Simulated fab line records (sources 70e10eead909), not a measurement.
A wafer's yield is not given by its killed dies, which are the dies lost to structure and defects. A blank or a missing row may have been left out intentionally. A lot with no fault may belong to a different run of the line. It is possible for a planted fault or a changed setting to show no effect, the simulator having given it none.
fab line records    flow nand-harc
record: lots: 11  wafers: 33  last-day: 24
route steps=1159 shown A_BONDPAD@1082 THIN_TSV@1118 END@1159
lots that met no fault: taken from a fault-free run of the same line
start-h: start of the lot's first displayed wafer, in hours after the record's first day    wait-h: hours elapsed since this lot's preceding step    " the same as in the row above    L1.1+2: a row that stands for several wafers    - either no value or no given start    * or withheld: withheld    < > ~ a bound
route shown NAME@n: NAME is a module with steps in the file, n the number in the route of the first one    usual: mean/standard deviation of fault-free wafers    same: alike in all rows    chamber/n: place in a boat    sites: the reading at each site    _std_site: their standard deviation    _edge_site: the outer-site mean with the inner-site mean subtracted    radius-mm: how far each site lies from the wafer's centre    mask NAME#n: copy n    behind: the last tool/chamber to shape the wafer    hold: what put the lot on hold/how long, in hours/how the hold closed    device: the n, p or np transistor that did not switch    end of line: tests of these same wafers at the route's end    a step given without rows: its recipe and nothing more    killed: not the wafer's yield, but the dies lost to structure and defects at the first sort    map: per-die view of a wafer (x killed, . not killed, _ where there is no die)
set.NAME: the setting as run; set.NAME@STEP: as run at that earlier step    model.NAME: the simulator's own value behind a step, which no gauge read
the route's steps for a sample of lots (tables are steps, rows are wafers)
services: a tool's chamber out of use, with start hour (start-h, from the record's first day; less than 0 if before it), hours out, and reason
== steps ==
step: NHARC_A_BONDPAD_DEGAS_25
recipe: temp-c: 300  time-s: 60
usual: heater-power-w: 468/34
lot.wafer  tool            chamber  start-h  wait-h  heater-power-w
L643.4     pvd-sputter-01  -        401.96   -       450
L643.6     "               -        "        "       448
L643.5     "               -        "        "       496
L646.1     pvd-sputter-01  -        410.57   -       438
L646.2     "               -        "        "       460
L646.6     "               -        "        "       441
L645.4     pvd-sputter-03  -        413.68   -       474
L645.1     "               -        "        "       497
L645.3     "               -        "        "       427
L644.4     pvd-sputter-01  -        420.32   -       457
L644.5     "               -        "        "       456
L644.6     "               -        "        "       464
L651.4     pvd-sputter-02  -        461.20   -       526
L651.1     "               -        "        "       419
L651.5     "               -        "        "       411
L653.2     pvd-sputter-02  -        470.41   -       421
L653.1     "               -        "        "       541
L653.3     "               -        "        "       481
L656.1     pvd-sputter-03  -        488.40   -       454
L656.5     "               -        "        "       478
L656.6     "               -        "        "       478
L660.4     pvd-sputter-02  -        506.46   -       431
L660.3     "               -        "        "       422
L660.6     "               -        "        "       446
L662.1     pvd-sputter-02  -        517.26   -       429
L662.3     "               -        "        "       537
L662.6     "               -        "        "       492
L665.4     pvd-sputter-02  -        543.33   -       427
L665.2     "               -        "        "       537
L665.6     "               -        "        "       410
L666.4     pvd-sputter-03  -        554.18   -       445
L666.2     "               -        "        "       479
L666.5     "               -        "        "       445
step: NHARC_THIN_TSV_DESCUM_14
recipe: time-s: 3  o2-flow-sccm: 200  ar-flow-sccm: 0  bias-power-w: 0  chemistry: O2
usual: drypump-motor-current-A: 5.9/0.49  oes-product-au: 1.000/0.0079  rf-vpp-V: 57.9/0.9  showerhead-plenum-p-Torr: 1.92/0.096  throttle-valve-pct: 11.311/0.01
lot.wafer  tool         chamber  start-h  wait-h  drypump-motor-current-A  oes-product-au  rf-hours-counter-h  rf-vpp-V  showerhead-plenum-p-Torr  throttle-valve-pct
L643.6     rie-diel-02  0        419.38   -       5.9                      0.992           -                   58.3      1.82                      11.309
L643.5     "            1        "        "       6.0                      1.008           -                   60.3      2.02                      11.316
L643.4     "            2        "        "       6.0                      0.998           -                   57.3      1.82                      11.289
L646.2     rie-diel-02  0        425.14   -       5.9                      0.989           7                   58.0      1.82                      11.305
L646.1     "            1        "        "       6.0                      1.004           7                   58.0      2.02                      11.298
L646.6     "            2        "        "       6.0                      0.993           -                   57.9      1.82                      11.306
L645.1     rie-diel-12  1        426.30   -       6.6                      0.995           5                   59.6      2.05                      11.308
L645.3     "            2        "        "       5.0                      1.006           4                   58.4      2.02                      11.312
L645.4     "            3        "        "       5.3                      0.995           4                   55.9      1.84                      11.297
L644.4     rie-diel-02  0        435.18   -       5.9                      0.998           -                   57.7      1.82                      11.311
L644.6     "            1        "        "       6.0                      0.995           -                   58.0      2.02                      11.299
L644.5     "            2        "        "       6.0                      0.985           -                   58.8      1.82                      11.327
L651.1     rie-diel-06  2        474.98   -       5.7                      0.999           4                   58.2      1.99                      11.314
L651.4     "            0        "        "       5.2                      0.999           3                   58.6      1.82                      11.315
L651.5     "            1        "        "       5.6                      0.999           -                   58.0      1.83                      11.312
L653.3     rie-diel-02  0        486.24   -       5.9                      0.992           12                  58.6      1.82                      11.321
L653.1     "            1        "        "       6.0                      1.005           12                  58.6      2.02                      11.309
L653.2     "            3        "        "       5.9                      1.006           8                   58.2      1.95                      11.321
L656.1     rie-diel-02  2        502.50   -       6.0                      1.004           13                  56.5      1.82                      11.310
L656.6     "            0        "        "       5.9                      0.999           -                   58.3      1.82                      11.304
L656.5     "            1        "        "       6.0                      1.005           -                   57.7      2.02                      11.315
L660.3     rie-diel-12  3        520.66   -       5.3                      1.010           15                  59.3      1.83                      11.311
L660.4     "            1        "        "       6.6                      1.012           17                  59.1      2.05                      11.305
L660.6     "            2        "        "       4.9                      1.006           -                   58.1      2.01                      11.308
L662.1     rie-diel-12  2        533.75   -       5.0                      1.007           17                  57.9      2.01                      11.328
L662.3     "            1        "        "       6.6                      0.991           19                  58.5      2.05                      11.324
L662.6     "            0        "        "       6.7                      1.012           -                   58.3      2.02                      11.324
L665.4     rie-diel-06  3        557.80   -       5.9                      1.004           8                   58.2      1.83                      11.319
L665.2     "            1        "        "       5.6                      1.004           8                   57.5      1.83                      11.320
L665.6     "            3        "        "       5.9                      1.013           -                   56.0      1.83                      11.317
L666.4     rie-diel-12  3        569.74   -       5.3                      0.980           1                   57.4      1.83                      11.320
L666.2     "            1        "        "       6.6                      0.996           1                   57.6      2.05                      11.327
L666.5     "            0        "        "       6.7                      1.003           -                   58.2      2.02                      11.312
step: NHARC_THIN_TSV_PVD_51
recipe: target-thk-a: 1000  chamber-pressure-pa: 5  material: Cu
usual: throttle-valve-pct: 30.1/1.1
lot.wafer  tool            chamber  start-h  wait-h  throttle-valve-pct
L643.4     pvd-sputter-01  -        -        -       30.5
L643.6     "               -        "        "       30.3
L643.5     "               -        "        "       30.7
L646.2     pvd-sputter-02  -        -        -       31.1
L646.1     "               -        "        "       28.5
L646.6     "               -        "        "       30.8
L645.3     pvd-sputter-03  -        -        -       30.9
L645.4     "               -        "        "       30.3
L645.1     "               -        "        "       31.5
L644.4     pvd-sputter-03  -        -        -       31.4
L644.5     "               -        "        "       30.2
L644.6     "               -        "        "       31.5
L651.4     pvd-sputter-02  -        -        -       30.5
L651.1     "               -        "        "       28.8
L651.5     "               -        "        "       30.6
L653.2     pvd-sputter-03  -        -        -       28.8
L653.3     "               -        "        "       31.5
L653.1     "               -        "        "       30.2
L656.1     pvd-sputter-02  -        -        -       28.6
L656.6     "               -        "        "       28.7
L656.5     "               -        "        "       30.6
L660.4     pvd-sputter-02  -        -        -       30.2
L660.3     "               -        "        "       28.6
L660.6     "               -        "        "       30.7
L662.1     pvd-sputter-02  -        -        -       30.7
L662.3     "               -        "        "       30.5
L662.6     "               -        "        "       30.2
L665.4     pvd-sputter-03  -        -        -       29.2
L665.2     "               -        "        "       31.7
L665.6     "               -        "        "       31.6
L666.2     pvd-sputter-01  -        -        -       30.1
L666.4     "               -        "        "       30.9
L666.5     "               -        "        "       31.7
step: NHARC_THIN_TSV_ETCH_59
recipe: target-depth-a: 8800  icp-w: 900  bias-w: 100  Cl2_flow_sccm: 60  bcl3-flow-sccm: 30  time-s: 138.1  chemistry: Cl2/BCl3
usual: drypump-motor-current-A: 5.6/0.43  oes-product-au: 1.004/0.0079  throttle-valve-pct: 22.265/0.0087
lot.wafer  tool          chamber  start-h  wait-h  drypump-motor-current-A  oes-product-au  rf-hours-counter-h  throttle-valve-pct
L643.4     rie-metal-03  1        425.65   0.2     5.2                      1.018           -                   22.268
L643.6     "             0        "        "       5.4                      1.011           -                   22.266
L643.5     "             1        "        "       5.2                      1.018           -                   22.266
L646.1     rie-metal-03  1        431.49   0.1     5.2                      1.015           4.7                 22.267
L646.2     "             0        "        "       5.3                      1.014           4.7                 22.279
L646.6     "             0        "        "       5.4                      1.005           -                   22.251
L645.1     rie-metal-02  1        432.47   0.1     4.7                      1.000           1.1                 22.258
L645.3     "             0        "        "       5.6                      1.010           -                   22.269
L645.4     "             1        "        "       4.7                      0.998           -                   22.263
L644.4     rie-metal-03  0        441.55   0.2     5.4                      1.004           -                   22.262
L644.6     "             1        "        "       5.2                      1.021           -                   22.264
L644.5     "             0        "        "       5.4                      0.999           -                   22.266
L651.1     rie-metal-03  0        481.10   0.1     5.4                      1.006           0.3                 22.265
L651.4     "             0        "        "       5.3                      1.004           -                   22.260
L651.5     "             0        "        "       5.4                      1.003           -                   22.253
L653.1     rie-metal-01  0        492.32   0.1     6.0                      0.995           4.6                 22.251
L653.2     "             1        "        "       6.0                      1.439           4.6                 22.255
L653.3     "             1        "        "       6.0                      1.010           -                   22.259
L656.1     rie-metal-01  0        508.71   0.2     6.0                      0.998           5.1                 22.258
L656.5     "             1        "        "       6.0                      1.001           -                   22.255
L656.6     "             0        "        "       6.0                      1.433           -                   22.261
L660.4     rie-metal-03  1        527.40   0.2     5.2                      1.016           -                   22.279
L660.3     "             0        "        "       5.4                      1.006           -                   22.275
L660.6     "             0        "        "       5.4                      1.013           -                   22.256
L662.1     rie-metal-03  0        540.04   0.2     5.3                      1.013           2.3                 22.282
L662.3     "             1        "        "       5.2                      1.008           -                   22.253
L662.6     "             0        "        "       5.3                      1.022           -                   22.270
L665.2     rie-metal-03  0        564.01   0.1     5.3                      1.008           2.9                 22.249
L665.4     "             0        "        "       5.4                      0.998           -                   22.268
L665.6     "             1        "        "       5.2                      1.000           -                   22.270
L666.2     rie-metal-03  0        575.99   0.1     5.4                      1.009           3.1                 22.251
L666.4     "             0        "        "       5.4                      1.018           -                   22.275
L666.5     "             1        "        "       5.2                      1.006           -                   22.271
step: NHARC_THIN_TSV_CD_MEAS_37
usual: cd-nm: 5000.5/2.5
lot.wafer  tool       chamber  start-h  wait-h  cd-nm
L643.4     cd-sem-01  -        426.70   -       4997.5
L643.5     "          -        "        "       4997.7
L643.6     "          -        "        "       4997.8
L646.1     cd-sem-01  -        432.66   -       5002.1
L646.2     "          -        "        "       5000.3
L646.6     "          -        "        "       4999.4
L645.1     cd-sem-01  -        433.59   -       5005.6
L645.3     "          -        "        "       5003.2
L645.4     "          -        "        "       5005.0
L644.4     cd-sem-03  -        442.60   -       5000.8
L644.5     "          -        "        "       4999.1
L644.6     "          -        "        "       4999.7
L651.1     cd-sem-03  -        482.23   -       4999.1
L651.4     "          -        "        "       4999.4
L651.5     "          -        "        "       4999.8
L653.1     cd-sem-03  -        493.47   -       5000.4
L653.2     "          -        "        "       4976.3
L653.3     "          -        "        "       5001.3
L656.1     cd-sem-01  -        509.93   -       5001.6
L656.5     "          -        "        "       5001.9
L656.6     "          -        "        "       4975.6
L660.3     cd-sem-01  -        528.48   -       4997.0
L660.4     "          -        "        "       4997.7
L660.6     "          -        "        "       4996.9
L662.1     cd-sem-02  -        541.58   -       5001.1
L662.3     "          -        "        "       4998.7
L662.6     "          -        "        "       5001.2
L665.2     cd-sem-01  -        565.16   -       4997.5
L665.4     "          -        "        "       4997.0
L665.6     "          -        "        "       4999.0
L666.2     cd-sem-02  -        577.10   -       5000.1
L666.4     "          -        "        "       5001.3
L666.5     "          -        "        "       4999.5
step: NHARC_END_SORT_01
recipe: temp-c: 25
usual: defect-limited-yield: 95.5/1.6  killed-at-array: 27/11  killed-at-other: 0.8/1.1  killed-at-periphery: 2.8/1.9  killed-dies: 30/11  killed-open: 3.3/1.8  killed-short: 2.3/1.5  sort_bin_2_pct: 1.4/0.68  sort_bin_3_pct: 0.27/0.22  sort_bin_4_pct: 2.8/0.99  sort-n-pass: 647/11  sort-rim-yield-pct: 94.3/2.9  sort-yield-pct: 95.5/1.6
same: gross-dies: 677  sort_bin_5_pct[%]: 0  sort_bin_6_pct[%]: 0  sort_bin_7_pct[%]: 0  sort_bin_8_pct[%]: 0  sort-rim-n-gross: 106.00
lot.wafer  tool       chamber  start-h  wait-h  defect-limited-yield[%]  killed-at-array  killed-at-other  killed-at-periphery  killed-dies  killed-open  killed-short  sort_bin_2_pct[%]  sort_bin_3_pct[%]  sort_bin_4_pct[%]  sort-n-pass  sort-rim-yield-pct[%]  sort-yield-pct[%]
L651.4     prober-02  0        492.18   3.4     93.4                     37               3                5                    45           4            5             2.8                0.44               3.4                632          94.3                   93.4
L653.1     prober-02  0        503.47   2.5     96.0                     21               0                6                    27           2            2             1.2                0.30               2.5                650          97.2                   96.0
L653.2     prober-02  0        504.28   2.8     96.6                     16               0                7                    23           4            2             1.5                0.15               1.8                654          93.4                   96.6
L653.3     prober-02  0        505.08   3.1     95.3                     25               0                7                    32           4            2             1.5                0.30               3.0                645          92.5                   95.3
killed by level:class
L651.4 A_CHANNEL_HOLE_D1:chamber-film-flake=16 A_SLIT:chamber-film-flake=8 P_GATE:chamber-film-flake=3 A_CONTACT:chamber-film-flake=3 HYBRID_BOND:chamber-film-flake=3 A_CONTACT:geometric-particle:short=2 A_ONON_D1:geometric-particle:short=1 A_CHANNEL_FILL_D1:geometric-particle:open=1
L653.1 A_SLIT:chamber-film-flake=10 P_ZERO_WELL:chamber-film-flake=5 A_CONTACT:chamber-film-flake=5 A_STAIRCASE:chamber-film-flake=2 P_CONTACT:geometric-particle:short=1 A_STAIRCASE:geometric-particle:short=1 A_CONTACT:geometric-particle:open=1 A_M0:geometric-particle:open=1
L653.2 A_SLIT:chamber-film-flake=6 P_ZERO_WELL:chamber-film-flake=5 A_CONTACT:geometric-particle:open=2 A_CHANNEL_HOLE_D1:chamber-film-flake=2 A_CONTACT:chamber-film-flake=2 P_CONTACT:geometric-particle:open=1 P_M0:geometric-particle:short=1 A_WL_FILL:geometric-particle:open=1
L653.3 A_SLIT:chamber-film-flake=9 P_ZERO_WELL:chamber-film-flake=6 A_STAIRCASE:chamber-film-flake=3 A_WL_FILL:chamber-film-flake=3 A_ZERO_WELL:chamber-film-flake=2 A_CHANNEL_HOLE_D1:chamber-film-flake=2 A_ONON_D1:geometric-particle:open=1 A_CHANNEL_HOLE_D1:geometric-particle:open=1
== services ==
tool            chamber  start-h  hours  kind
rie-diel-12     -        379.40   9.0    pm
rie-metal-02    -        388.03   9.0    pm
rie-diel-02     3        391.45   4.9    repair
pvd-sputter-02  -        392.03   10.0   pm
rie-diel-02     3        409.61   30.2   repair
rie-diel-06     -        418.32   9.0    pm
pvd-sputter-01  -        448.04   17.1   repair
rie-metal-03    -        453.00   9.0    pm
pvd-sputter-03  -        458.07   10.0   pm
rie-diel-06     0        477.84   6.1    repair
rie-diel-12     0        488.47   15.5   repair
rie-metal-03    0        497.74   2.0    repair
rie-diel-02     -        504.78   9.0    pm
rie-metal-01    -        509.00   9.0    pm
rie-metal-02    0        511.47   12.5   repair
rie-diel-06     1        512.58   4.6    repair
pvd-sputter-01  -        514.00   10.0   pm
rie-diel-12     3        533.44   8.5    repair
pvd-sputter-01  -        533.83   4.3    repair
rie-metal-01    1        537.13   8.3    repair
pvd-sputter-03  -        540.00   6.7    repair
rie-diel-12     -        556.40   9.0    pm
pvd-sputter-02  -        570.03   10.0   pm
rie-metal-01    -        570.28   0.5    repair
== key ==
first-sign: step: NHARC_THIN_TSV_ETCH_59  reading: oes-product-au  direction: up  sigmas: 54  usual: 1.004  struck: 1.436
effect: step: NHARC_THIN_TSV_CD_MEAS_37  reading: cd-nm  direction: down  sigmas: 10  usual: 5000.5  struck: 4976.0
met-at NHARC_THIN_TSV_ETCH_59
struck-lots L653,L656
struck-wafers L653.2,L656.6
not-acting-at NHARC_A_BONDPAD_DEGAS_25,NHARC_THIN_TSV_DESCUM_14,NHARC_THIN_TSV_PVD_51
fault: kind: process-parameter-drift  tool: rie-metal-01  chamber: -  onset-h: 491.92  steps: NHARC_THIN_TSV_ETCH_59  channel: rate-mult  offset: 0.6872  shape: step  end-h: 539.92  scope: struck-wafers-only
